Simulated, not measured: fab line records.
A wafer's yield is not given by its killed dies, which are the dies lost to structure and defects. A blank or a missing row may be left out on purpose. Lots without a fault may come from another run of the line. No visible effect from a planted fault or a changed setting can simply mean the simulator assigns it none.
Chamber matching :: flow n5 finfet :: N5_MOL_CONTACT_COAG_VIA_ETCH_117 on rie diel-05: 4 sister chambers
The step etches SiO2 in C4F6/O2, target depth 40 nm, overetch 8 nm, time 26 s. 8 wafers are shown with their chamber, then 11 later ones without.

WAFERS WITH THEIR CHAMBER
wafer: L083.5
chamber: 3
drypump motor current A (A): 4.8
rf vpp V (V): 1597

wafer: L085.2
chamber: 1
drypump motor current A (A): 5.2
rf vpp V (V): 1624

wafer: L085.4
chamber: 0
drypump motor current A (A): 5.9
rf vpp V (V): 1580

wafer: L085.6
chamber: 2
drypump motor current A (A): 5.5
rf vpp V (V): 1599

wafer: L086.1
chamber: 0
drypump motor current A (A): 5.9
rf vpp V (V): 1580

wafer: L086.2
chamber: 1
drypump motor current A (A): 5.2
rf vpp V (V): 1625

wafer: L086.3
chamber: 3
drypump motor current A (A): 4.9
rf vpp V (V): 1598

wafer: L087.1
chamber: 2
drypump motor current A (A): 5.5
rf vpp V (V): 1599

WAFERS WHOSE CHAMBER IS MISSING
wafer: L087.2
drypump motor current A (A): 4.8
rf vpp V (V): 1597

wafer: L087.6
drypump motor current A (A): 5.5
rf vpp V (V): 1597

wafer: L093.1
drypump motor current A (A): 5.9
rf vpp V (V): 1578

wafer: L093.4
drypump motor current A (A): 4.9
rf vpp V (V): 1595

wafer: L093.6
drypump motor current A (A): 5.6
rf vpp V (V): 1598

wafer: L095.2
drypump motor current A (A): 4.8
rf vpp V (V): 1597

wafer: L095.3
drypump motor current A (A): 5.5
rf vpp V (V): 1598

wafer: L095.4
drypump motor current A (A): 5.2
rf vpp V (V): 1623

wafer: L096.3
drypump motor current A (A): 4.8
rf vpp V (V): 1597

wafer: L096.4
drypump motor current A (A): 5.2
rf vpp V (V): 1625

wafer: L096.5
drypump motor current A (A): 5.8
rf vpp V (V): 1580

WHICH CHAMBER EACH ONE RAN IN
wafer: L087.2
from the rows above: 3
in truth: 3

wafer: L087.6
from the rows above: 2
in truth: 2

wafer: L093.1
from the rows above: 0
in truth: 0

wafer: L093.4
from the rows above: 3
in truth: 3

wafer: L093.6
from the rows above: 2
in truth: 2

wafer: L095.2
from the rows above: 3
in truth: 3

wafer: L095.3
from the rows above: 2
in truth: 2

wafer: L095.4
from the rows above: 1
in truth: 1

wafer: L096.3
from the rows above: 3
in truth: 3

wafer: L096.4
from the rows above: 1
in truth: 1

wafer: L096.5
from the rows above: 0
in truth: 0
Placed correctly: 11 of 11. From these rows, 0 cannot be placed. 0 placed wrongly.
How it was worked out, from the rows above alone: a wafer's distance from a chamber is the root of the sum, over the readings, of the square of ((its reading less the chamber's mean) divided by the reading's scatter). If the next closest chamber is less than 2 further off than the closest, the wafer can't be placed; otherwise it belongs to the closest. For every chamber, the mean is computed from those of its wafers that are shown. How the scatter is found: for the shown wafers, subtract from each reading the mean of its chamber, square and add these, divide the total by (wafers less chambers), then take the root.
